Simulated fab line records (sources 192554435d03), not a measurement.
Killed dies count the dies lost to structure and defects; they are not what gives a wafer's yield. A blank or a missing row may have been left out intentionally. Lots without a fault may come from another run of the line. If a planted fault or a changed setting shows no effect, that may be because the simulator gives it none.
Code-filled problem report in 8D (eight disciplines) form	flow n5Finfet	the parts of the form that need people (team, actions taken, sign-off) are left out

1. THE PROBLEM
killedOnRim at N5_PASSIVATION_PROBE_49 reads a mean of 33 on 1 wafer of 1 lot; wafers without a fault read 13 with a standard deviation of 3.7. That is +5.4 standard deviations from the usual mean.
Earliest sighting: wafer L690.5 on prober-02 at day 14 16:33. The record holds 3 wafers of 1 lot with a number at this step. Rule for "out" (also "out of limits"): further than 4 standard deviations from the usual mean. All remaining wafers that have a number are taken as sound.

2. WHAT IT IS, WHAT IT ISN'T
question	is	is not
which readings at this step	killedOnRim, killedAtFrontEnd	killed_at_M0_to_M3, killed_at_M4_up, killedAtContacts, killedAtOther, killedOpen, killedShort, sort_bin_6_memory
which lots	L690	-
which wafers of those lots	L690.5	L690.1, L690.2
read on which tools	prober-02	-
when	from day 14 16:33	up to then (2 sound wafers)

3. WHAT RULES OUT EACH SUSPECT
Counting: if a tool at a process step up to the reading ran every lot that is out, it stays a suspect. Sound lots after the first of them don't rule it out here, since some wafers of a struck lot are sound.
- wetBench-06 at N5_HKMG_FIN_WET_ETCH_87 (etches TiN in SC1, time 154.2 s, target depth 4.7 nm, rinse time 30 s): kept. It ran the lot that is out, L690 (day 6 14:22).
- pecvd-01 at N5_MIM_TOP_ETCH_PECVD_03 (deposits SiNx from SiH4/NH3/N2, target thk 20 nm, time 17.6 s): kept. It ran the lot that is out, L690 (day 14 06:35).
- pecvd-01 at N5_PASSIVATION_PECVD_01 (deposits SiNx from SiH4/NH3/N2, target thk 200 nm, time 43.2 s): kept. It ran the lot that is out, L690 (day 14 08:16).
- prober-02 at N5_PASSIVATION_PROBE_49: kept. It ran the lot that is out, L690 (day 14 16:21). On those wafers its own readings are out: killedAtFrontEnd, killedOnRim.
- Within wetBench-06 at N5_HKMG_FIN_WET_ETCH_87: the wafers that are out ran in chamber 4; their sound lot-mates ran in chambers 2, 5.
- Within pecvd-01 at N5_MIM_TOP_ETCH_PECVD_03: the wafers that are out ran in chamber 0; their sound lot-mates ran in chambers 1, 2.
Left after counting: wetBench-06 at N5_HKMG_FIN_WET_ETCH_87, pecvd-01 at N5_MIM_TOP_ETCH_PECVD_03, pecvd-01 at N5_PASSIVATION_PECVD_01, prober-02 at N5_PASSIVATION_PROBE_49.

4. THE CAUSE (what the simulator had put in)
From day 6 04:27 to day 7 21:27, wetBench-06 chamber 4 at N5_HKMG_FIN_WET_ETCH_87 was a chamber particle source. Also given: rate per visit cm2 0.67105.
Counting left 4 suspects, and this tool is among them.

5. SEQUENCE OF EFFECTS, ordered by route
Each row: a reading whose mean over the struck wafers that have a number lies more than 3 standard deviations from the usual. Scope: only readings with a usual standard deviation given in the record; hours: median across lots of the time from each lot's start at the first step in this table that gives one to its start at this step; sigmas: change in usual standard deviations.
hours	step	reading	usual	on struck wafers	change	sigmas
0	N5_PASSIVATION_PROBE_49	killedAtFrontEnd	39	97	+58	+5.3
0	N5_PASSIVATION_PROBE_49	killedOnRim	13	33	+20	+5.4
The process steps in it:
- N5_PASSIVATION_PROBE_49

6. WHAT WOULD HAVE CAUGHT IT SOONER
First out-of-limits reading in this record: day 14 16:33, which is 204 hours after fault onset at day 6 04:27.
Of the tool readings at N5_HKMG_FIN_WET_ETCH_87 for which the record gives a usual standard deviation, none was out on any struck wafer, so an alarm limit of 4 standard deviations on them would not have fired.
All the lots that are out (1) had begun N5_HKMG_FIN_WET_ETCH_87 on wetBench-06 by day 14 16:33. Tool hold at that time: it would have spared none of them.
